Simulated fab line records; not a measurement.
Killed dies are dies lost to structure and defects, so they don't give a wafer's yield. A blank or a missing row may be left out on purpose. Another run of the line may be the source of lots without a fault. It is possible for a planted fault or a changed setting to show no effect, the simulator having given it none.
The same fault as seen by 3 desks + flow n5_finfet + each desk has only its own numbers; what lay behind them comes last

THE TOOL OWNER'S DESK: rie_diel-04
The tool's own readings at N5_BEOL_M7_TRENCH_ETCH_37 (etches SiCOH lowk in C4F6/O2, target depth 93.478 nm, time 31.2 s): means of the sampled wafers that have a number, for each lot that ran on this tool. Any lot whose mean is over 4 standard deviations away from the usual mean is out of limits and marked OUT; that distance is given in the brackets.
Columns: A = drypump_motor_current_A at N5_BEOL_M7_TRENCH_ETCH_37, usual 5.7 A; B = oes_o_777_au at N5_BEOL_M7_TRENCH_ETCH_37, usual 0.80 a.u.; C = oes_product_au at N5_BEOL_M7_TRENCH_ETCH_37, usual 0.80 a.u.; D = rf_vpp_V at N5_BEOL_M7_TRENCH_ETCH_37, usual 661 V; E = run_length_s at N5_BEOL_M7_TRENCH_ETCH_37, usual 54.6 s; F = showerhead_plenum_p_Torr at N5_BEOL_M7_TRENCH_ETCH_37, usual 2.85 Torr; G = throttle_valve_pct at N5_BEOL_M7_TRENCH_ETCH_37, usual 20.93 %
| lot  | first seen here | A   | B    | C    | D   | E    | F    | G     |
|------|-----------------|-----|------|------|-----|------|------|-------|
| L189 | day 9 13:32     | 5.4 | 0.77 | 0.76 | 657 | 54.5 | 2.85 | 20.94 |
| L190 | day 9 20:43     | 5.2 | 0.80 | 0.80 | 654 | 54.8 | 2.83 | 21.10 |
| L197 | day 11 18:47    | 5.8 | 0.77 | 0.76 | 655 | 52.4 | 2.79 | 21.07 |
This desk's verdict: no lot among the 3 shows anything out of limits.

THE DEFECT DESK
Inspection counts along the route, by lot: the mean over sampled wafers that carry a number. Any lot whose mean is over 4 standard deviations away from the usual mean is out of limits and marked OUT; that distance is given in the brackets.
Columns: A = raw_defect_count at N5_BEOL_M7_INSPECT_30, usual 438
| lot  | first seen here | A   |
|------|-----------------|-----|
| L189 | day 9 13:14     | 401 |
| L190 | day 9 20:24     | 457 |
| L192 | day 10 06:16    | 448 |
| L197 | day 11 18:28    | 488 |
| L206 | day 13 15:48    | 414 |
| L209 | day 13 23:14    | 489 |
| L211 | day 14 19:31    | 342 |
This desk's verdict: no lot among the 7 shows anything out of limits.

METROLOGY DESK
Lot by lot, what the gauges showed, no matter which tool ran the lot: averages of those sampled wafers that carry a number. Any lot whose mean is over 4 standard deviations away from the usual mean is out of limits and marked OUT; that distance is given in the brackets. Of its 25 readings 7 are shown: the one that was out of limits first, and those that lie furthest out on some lot.
Columns: A = trench_depth_nm at N5_BEOL_M7_OCD_MEAS_38, usual 93.8 nm; B = M7_THK at N5_BEOL_M7_THK_MEAS_53, usual 80.2 nm; C = M7_RS at N5_BEOL_M7_RS_MEAS_57, usual 0.285 ohm/sq; D = SERP_M10 at N5_BEOL_M15_RC_MEAS_101, usual 3.06 ohm/um; E = SERP_M11 at N5_BEOL_M15_RC_MEAS_101, usual 3.08 ohm/um; F = SERP_M7 at N5_BEOL_M15_RC_MEAS_101, usual 13.8 ohm/um; G = SERP_M7_max_site at N5_BEOL_M15_RC_MEAS_101, usual 14.5 ohm/um
| lot  | first seen here | A               | B    | C                | D    | E    | F    | G    |
|------|-----------------|-----------------|------|------------------|------|------|------|------|
| L189 | day 9 13:41     | 93.6            | 80.5 | 0.287            | 3.01 | 3.07 | 13.9 | 14.7 |
| L190 | day 9 20:52     | 93.8            | 80.4 | 0.283            | 3.06 | 2.96 | 14.1 | 14.6 |
| L192 | day 10 06:43    | 94.8            | 79.9 | 0.287            | 3.01 | 2.96 | 13.3 | 14.1 |
| L197 | day 11 18:56    | 88.2 (-4.0) OUT | 74.7 | 0.312 (+4.2) OUT | 2.92 | 3.24 | 15.2 | 16.0 |
| L206 | day 13 16:16    | 93.7            | 80.1 | 0.283            | 3.01 | 3.05 | 13.6 | 14.4 |
| L209 | day 13 23:50    | 94.4            | 80.4 | 0.284            | 3.12 | 3.10 | 13.6 | 14.0 |
| L211 | day 14 20:10    | 93.5            | 80.7 | 0.285            | 3.09 | 3.08 | 13.3 | 14.2 |
This desk's verdict: out of limits on L197, starting with L197 at day 11 18:56 (trench_depth_nm at N5_BEOL_M7_OCD_MEAS_38). In limits: L189, L190, L192, L206, L209, L211.

BROUGHT TOGETHER
An alarm was possible from the metrology desk at day 11 18:56, on L197.
Nothing out of limits was seen by the tool owner's desk.
No out-of-limits result turned up at the defect desk.
The tool owner's desk has L197 on record, within its limits.
The defect desk has L197 on record, within its limits.
Of the lots named, all ran N5_BEOL_M7_TRENCH_ETCH_37 on rie_diel-04.

WHAT WAS PUT IN BY THE SIMULATOR
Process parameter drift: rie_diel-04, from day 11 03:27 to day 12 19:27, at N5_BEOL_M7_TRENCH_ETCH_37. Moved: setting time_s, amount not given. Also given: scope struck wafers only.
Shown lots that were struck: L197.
Time in hours between the start of the fault and the first out-of-limits reading at each desk: metrology desk, 15.
